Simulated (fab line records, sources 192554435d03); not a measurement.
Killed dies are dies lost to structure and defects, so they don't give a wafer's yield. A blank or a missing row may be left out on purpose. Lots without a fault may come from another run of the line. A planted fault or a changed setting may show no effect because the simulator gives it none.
One fault seen from 3 desks | flow n5_finfet | each desk has only its own numbers; what lay behind them comes last

THE TOOL OWNER'S DESK: litho_track-02
The tool's own readings at N5_FIN_CUT_COAT_29 (time 60 s, resist thk 10 nm): means of the sampled wafers that have a number, for each lot that ran on this tool. A lot is out of limits, marked OUT, if its mean lies more than 4 standard deviations from the usual mean; the brackets give that distance.
Columns: A = spin_speed_rpm at N5_FIN_CUT_COAT_29, usual 1499.9 rpm
lot  | first seen here | A
L547 | day 4 03:10     | 1500.1
L554 | day 5 21:15     | 1552.8 (+48) OUT
L556 | day 6 09:19     | 1553.1 (+48) OUT
This desk's finding: out of limits on L554, L556; first on L554, day 5 21:15 (spin_speed_rpm at N5_FIN_CUT_COAT_29). In limits: L547.

THE METROLOGY DESK
What the gauges read, lot by lot, whatever tool the lot ran on: means of the sampled wafers that have a number. A lot is out of limits, marked OUT, if its mean lies more than 4 standard deviations from the usual mean; the brackets give that distance.
Columns: A = cd_nm at N5_FIN_SAQP_CD_MEAS_37, usual 8.13 nm; B = trench_depth_nm at N5_FIN_SAQP_OCD_MEAS_76, usual 120.2 nm; C = cd_nm at N5_FIN_CUT_CD_MEAS_08, usual 29.05 nm; D = FIN_CUT_OVL at N5_FIN_CUT_OVL_MEAS_09, usual -0.2 nm
lot  | first seen here | A    | B     | C     | D
L543 | day 3 01:55     | 8.04 | 121.3 | 28.95 | -0.8
L545 | day 3 15:15     | 8.03 | 119.9 | 29.38 | -0.1
L547 | day 4 03:01     | 8.19 | 120.5 | 29.07 | -0.4
L554 | day 5 21:05     | 8.09 | 119.8 | 28.91 | 0.4
L556 | day 6 09:09     | 8.17 | 120.3 | 29.20 | -0.2
L558 | day 6 20:32     | 8.16 | 120.0 | 28.70 | -0.7
This desk's finding: nothing out of limits on any of the 6 lots.

THE DEFECT DESK
What the inspections along the route counted, lot by lot: means of the sampled wafers that have a number. A lot is out of limits, marked OUT, if its mean lies more than 4 standard deviations from the usual mean; the brackets give that distance.
Columns: A = raw_defect_count at N5_FIN_SAQP_INSPECT_40, usual 244; B = raw_defect_count at N5_FIN_CUT_INSPECT_10, usual 44
lot  | first seen here | A   | B
L543 | day 3 02:02     | 281 | 44
L545 | day 3 15:23     | 201 | 36
L547 | day 4 03:08     | 162 | 33
L554 | day 5 21:13     | 223 | 45
L556 | day 6 09:17     | 304 | 44
L558 | day 6 20:40     | 229 | 44
This desk's finding: nothing out of limits on any of the 6 lots.

PUT TOGETHER
The tool owner's desk could have raised an alarm at day 5 21:15, on L554, L556.
The metrology desk saw nothing out of limits.
The defect desk saw nothing out of limits.
The metrology desk has L554, L556 on record, within its limits.
The defect desk has L554, L556 on record, within its limits.
Of the lots named, all ran N5_FIN_CUT_COAT_29 on litho_track-02.

WHAT THE SIMULATOR HAD PUT IN
Process parameter drift: litho_track-02, from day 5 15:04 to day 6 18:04, at N5_FIN_CUT_COAT_29. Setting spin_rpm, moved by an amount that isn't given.
Lots struck among those shown: L554, L556.
Hours from the fault's start to each desk's first reading out of limits: the tool owner's desk, 6.
